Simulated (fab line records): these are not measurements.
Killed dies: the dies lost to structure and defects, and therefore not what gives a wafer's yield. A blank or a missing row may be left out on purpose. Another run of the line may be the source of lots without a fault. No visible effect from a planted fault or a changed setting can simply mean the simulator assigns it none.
Split-lot study || flow n5 finfet || 21 wafers read from 7 lots, route of 1938 steps

## THE SPLIT
At N5_BEOL_M12_EXPOSE_07 (exposes mask V11), the setting dose mj was moved away from the recipe's 32.5 on 9 of the 21 wafers read, by -5.8% to +5.1%. For the rest of the wafers, this setting stayed at what the recipe calls for.

## FROM THE SPLIT TO THE READING: what the file shows between them, 3 steps
- N5_BEOL_M12_PEB_08: peb time 90 s
- N5_BEOL_M12_DEVELOP_09: develop time 45 s
- N5_BEOL_M12_HARDBAKE_14: time 120 s

## THE READING
Shown in nm: cd nm at N5_BEOL_M12_CD_MEAS_10, with target cd 140 nm. Typical for fault-free wafers on this fab line: 140.1 nm, with standard deviation 1.7 nm.

{"wafer": "L077.2", "tool, chamber at the split": "krf scanner-01, 0", "dose mj as run": 32.5, "against the recipe": "recipe", "cd nm, nm": 141.4, "against lot-mates on the recipe": "-"}
{"wafer": "L077.4", "tool, chamber at the split": "krf scanner-01, 0", "dose mj as run": 32.5, "against the recipe": "recipe", "cd nm, nm": 142.4, "against lot-mates on the recipe": "-"}
{"wafer": "L077.6", "tool, chamber at the split": "krf scanner-01, 0", "dose mj as run": 32.5, "against the recipe": "recipe", "cd nm, nm": 145.4, "against lot-mates on the recipe": "-"}
{"wafer": "L084.2", "tool, chamber at the split": "krf scanner-02, 0", "dose mj as run": 31.85, "against the recipe": "-2.0%", "cd nm, nm": 138.4, "against lot-mates on the recipe": "+0.5"}
{"wafer": "L084.3", "tool, chamber at the split": "krf scanner-02, 0", "dose mj as run": 32.5, "against the recipe": "recipe", "cd nm, nm": 137.9, "against lot-mates on the recipe": "-"}
{"wafer": "L084.5", "tool, chamber at the split": "krf scanner-02, 0", "dose mj as run": 31.85, "against the recipe": "-2.0%", "cd nm, nm": 138.7, "against lot-mates on the recipe": "+0.8"}
{"wafer": "L089.1", "tool, chamber at the split": "krf scanner-01, 0", "dose mj as run": 33.92, "against the recipe": "+4.4%", "cd nm, nm": 146.0, "against lot-mates on the recipe": "+8.0"}
{"wafer": "L089.4", "tool, chamber at the split": "krf scanner-01, 0", "dose mj as run": 33.92, "against the recipe": "+4.4%", "cd nm, nm": 144.3, "against lot-mates on the recipe": "+6.3"}
{"wafer": "L089.6", "tool, chamber at the split": "krf scanner-01, 0", "dose mj as run": 32.5, "against the recipe": "recipe", "cd nm, nm": 138.0, "against lot-mates on the recipe": "-"}
{"wafer": "L093.1", "tool, chamber at the split": "krf scanner-02, 0", "dose mj as run": 31.36, "against the recipe": "-3.5%", "cd nm, nm": 137.9, "against lot-mates on the recipe": -2.1}
{"wafer": "L093.3", "tool, chamber at the split": "krf scanner-02, 0", "dose mj as run": 31.36, "against the recipe": "-3.5%", "cd nm, nm": 135.1, "against lot-mates on the recipe": -4.9}
{"wafer": "L093.6", "tool, chamber at the split": "krf scanner-02, 0", "dose mj as run": 32.5, "against the recipe": "recipe", "cd nm, nm": 140.0, "against lot-mates on the recipe": "-"}
{"wafer": "L090.4", "tool, chamber at the split": "krf scanner-02, 0", "dose mj as run": 32.5, "against the recipe": "recipe", "cd nm, nm": 140.5, "against lot-mates on the recipe": "-"}
{"wafer": "L090.5", "tool, chamber at the split": "krf scanner-02, 0", "dose mj as run": 32.5, "against the recipe": "recipe", "cd nm, nm": 138.4, "against lot-mates on the recipe": "-"}
{"wafer": "L090.6", "tool, chamber at the split": "krf scanner-02, 0", "dose mj as run": 34.15, "against the recipe": "+5.1%", "cd nm, nm": 147.8, "against lot-mates on the recipe": "+8.4"}
{"wafer": "L092.1", "tool, chamber at the split": "krf scanner-01, 0", "dose mj as run": 32.5, "against the recipe": "recipe", "cd nm, nm": 140.5, "against lot-mates on the recipe": "-"}
{"wafer": "L092.3", "tool, chamber at the split": "krf scanner-01, 0", "dose mj as run": 32.5, "against the recipe": "recipe", "cd nm, nm": 142.8, "against lot-mates on the recipe": "-"}
{"wafer": "L092.4", "tool, chamber at the split": "krf scanner-01, 0", "dose mj as run": 32.5, "against the recipe": "recipe", "cd nm, nm": 140.1, "against lot-mates on the recipe": "-"}
{"wafer": "L096.2", "tool, chamber at the split": "krf scanner-02, 0", "dose mj as run": 30.62, "against the recipe": "-5.8%", "cd nm, nm": 133.4, "against lot-mates on the recipe": -5.6}
{"wafer": "L096.3", "tool, chamber at the split": "krf scanner-02, 0", "dose mj as run": 32.5, "against the recipe": "recipe", "cd nm, nm": 139.0, "against lot-mates on the recipe": "-"}
{"wafer": "L096.6", "tool, chamber at the split": "krf scanner-02, 0", "dose mj as run": 30.62, "against the recipe": "-5.8%", "cd nm, nm": 133.5, "against lot-mates on the recipe": -5.5}

FIT RESULTS
A straight line over all 21 wafers: cd nm changes by +1.2 nm for each +1% of dose mj; r = +0.89; the points scatter about the line by 1.8 nm.
The same after taking each lot's own level away (the mean of its wafers on the recipe; 21 wafers): +1.21 nm for each +1%; r = +0.92; scatter 1.5 nm.
That fit puts the effect of the largest move of dose mj on the reading at 7 nm.
Measured against the standard deviation above, the lots' own levels, which go from 137.90 to 143.07 nm, span 3.0 times it.
The two slopes are in agreement: the lot-to-lot level therefore moves the slope only a little.
Check: with one of the wafers moved furthest among these (-5.8%) left out of the fit, the line predicts -6.4 nm for it against its lot-mates. Against them it came out at -5.6 nm.

## OTHER SPLITS ON THESE WAFERS
Other splits were also applied to these wafers ahead of the reading. Each is held against what the fit with the lots' levels taken away leaves over:
{"other split on the same wafers": "N5_BEOL_M10_COAT_05 spin rpm", "wafers away from the commonest value": 3, "r with cd nm (lot level and that fit taken away)": -0.29}
{"other split on the same wafers": "N5_BEOL_M11_ETCH_62 time s", "wafers away from the commonest value": 7, "r with cd nm (lot level and that fit taken away)": -0.32}
{"other split on the same wafers": "N5_BEOL_M11_EXPOSE_25 dose mj", "wafers away from the commonest value": 8, "r with cd nm (lot level and that fit taken away)": -0.24}
{"other split on the same wafers": "N5_BEOL_M12_COAT_04 spin rpm", "wafers away from the commonest value": 5, "r with cd nm (lot level and that fit taken away)": -0.09}

## THE FILE'S OWN FIT
cd nm changes by +1.23 nm for each +1% of dose mj, r = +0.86.
